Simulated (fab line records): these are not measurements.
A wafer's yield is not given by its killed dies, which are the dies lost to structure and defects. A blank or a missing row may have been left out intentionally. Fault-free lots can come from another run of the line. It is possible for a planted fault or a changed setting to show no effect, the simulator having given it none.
Lot-split experiment + flow n5_finfet + 7 lots, 21 wafers read, on a route of 1938 steps

ON THE SPLIT
At N5_BEOL_M13_ILD_DEP_00 (deposits SiOC from DEMS/O2, target thk 837.92 nm, time 166.4 s), the setting time_s was moved away from the recipe's 166.4 s on 8 of the 21 wafers read, by -7.0% to +12.8%. This setting was run at the recipe's value on the other wafers.

No step appears in the file between the split and the reading.

THE READING
At N5_BEOL_M13_THK_MEAS_01: M13_ILD_THK, given in nm. A value of 837 nm with a standard deviation of 15 nm is what fault-free wafers of this fab line usually give.

| wafer  | tool, chamber at the split | time_s as run, s | against the recipe | M13_ILD_THK, nm | against lot-mates on the recipe |
|--------|----------------------------|------------------|--------------------|-----------------|---------------------------------|
| L081.1 | pecvd-01, 1                | 166.4            | recipe             | 849             | -                               |
| L081.2 | pecvd-01, 2                | 166.4            | recipe             | 834             | -                               |
| L081.3 | pecvd-01, 0                | 166.4            | recipe             | 826             | -                               |
| L082.2 | pecvd-01, 0                | 166.4            | recipe             | 817             | -                               |
| L082.4 | pecvd-01, 0                | 166.4            | recipe             | 832             | -                               |
| L082.6 | pecvd-01, 2                | 166.4            | recipe             | 850             | -                               |
| L083.3 | pecvd-04, 1                | 166.4            | recipe             | 839             | -                               |
| L083.4 | pecvd-04, 0                | 166.4            | recipe             | 824             | -                               |
| L083.6 | pecvd-04, 2                | 166.4            | recipe             | 843             | -                               |
| L087.1 | pecvd-01, 2                | 166.4            | recipe             | 842             | -                               |
| L087.2 | pecvd-01, 0                | 187.7            | +12.8%             | 944             | +102                            |
| L087.3 | pecvd-01, 1                | 187.7            | +12.8%             | 957             | +115                            |
| L088.1 | pecvd-04, 0                | 166.4            | recipe             | 826             | -                               |
| L088.4 | pecvd-04, 1                | 166.4            | recipe             | 868             | -                               |
| L088.6 | pecvd-04, 2                | 156              | -6.2%              | 815             | -32                             |
| L086.1 | pecvd-01, 0                | 173.8            | +4.4%              | 885             | no lot-mate on the recipe       |
| L086.2 | pecvd-01, 1                | 173.8            | +4.4%              | 894             | no lot-mate on the recipe       |
| L086.3 | pecvd-01, 2                | 173.8            | +4.4%              | 874             | no lot-mate on the recipe       |
| L090.2 | pecvd-03, 2                | 154.8            | -7.0%              | 756             | -64                             |
| L090.4 | pecvd-03, 2                | 166.4            | recipe             | 820             | -                               |
| L090.6 | pecvd-03, 0                | 154.8            | -7.0%              | 777             | -43                             |

THE FIT
A straight line over all 21 wafers: M13_ILD_THK changes by +8.85 nm for each +1% of time_s; r = +0.95; the points scatter about the line by 15 nm.
The same after taking each lot's own level away (the mean of its wafers on the recipe; 18 wafers): +8 nm for each +1%; r = +0.96; scatter 13 nm.
On that fit, the largest move of time_s shifts the reading by 1e+02 nm.
From 820.0 to 847.0 nm: that is the span of the lots' own levels, equal to 1.8 times the standard deviation above.
In other words, the slope is changed by the lot-to-lot level; the two fits disagree.
Check: +106 nm against its lot-mates is what the line predicts for one of the wafers moved furthest among these (+12.8%) when that wafer is left out of the fit. It came out at +102 nm against them.

THE WHOLE CHAIN: every reading that the file lists as answering this split, in the file's order
| step                    | what it does                                                   | reading                                                                             | change (the file's fit)              | r (the file's) |
|-------------------------|----------------------------------------------------------------|-------------------------------------------------------------------------------------|--------------------------------------|----------------|
| N5_BEOL_M13_ILD_DEP_00  | deposits SiOC from DEMS/O2, target thk 837.92 nm, time 166.4 s | SiOC_of_BEOL_M13_ILD_DEP_00.thk_nm (the simulator's own value, which no gauge read) | +7.85 nm for each +1% of the setting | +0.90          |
| N5_BEOL_M13_THK_MEAS_01 |                                                                | M13_ILD_THK                                                                         | +7.8 for each +1% of the setting     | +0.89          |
| N5_BEOL_M13_VIA_ETCH_16 | etches SiOC in C4F8/O2/Ar, target depth 921.7 nm               | etch.depth_nm (the simulator's own value, which no gauge read)                      | +7.85 nm for each +1% of the setting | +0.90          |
| N5_BEOL_M13_VIA_ETCH_16 | etches SiOC in C4F8/O2/Ar, target depth 921.7 nm               | coat_of_BEOL_M13_COAT_04.thk_nm (the simulator's own value, which no gauge read)    | -2.29 nm for each +1% of the setting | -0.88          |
| N5_BEOL_M13_STRIP_63    | strips in N2/H2                                                | strip_time_to_endpoint_s                                                            | withheld for each +1% of the setting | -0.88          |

FILE'S OWN FIT
M13_ILD_THK changes by +7.8 nm for each +1% of time_s, r = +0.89.
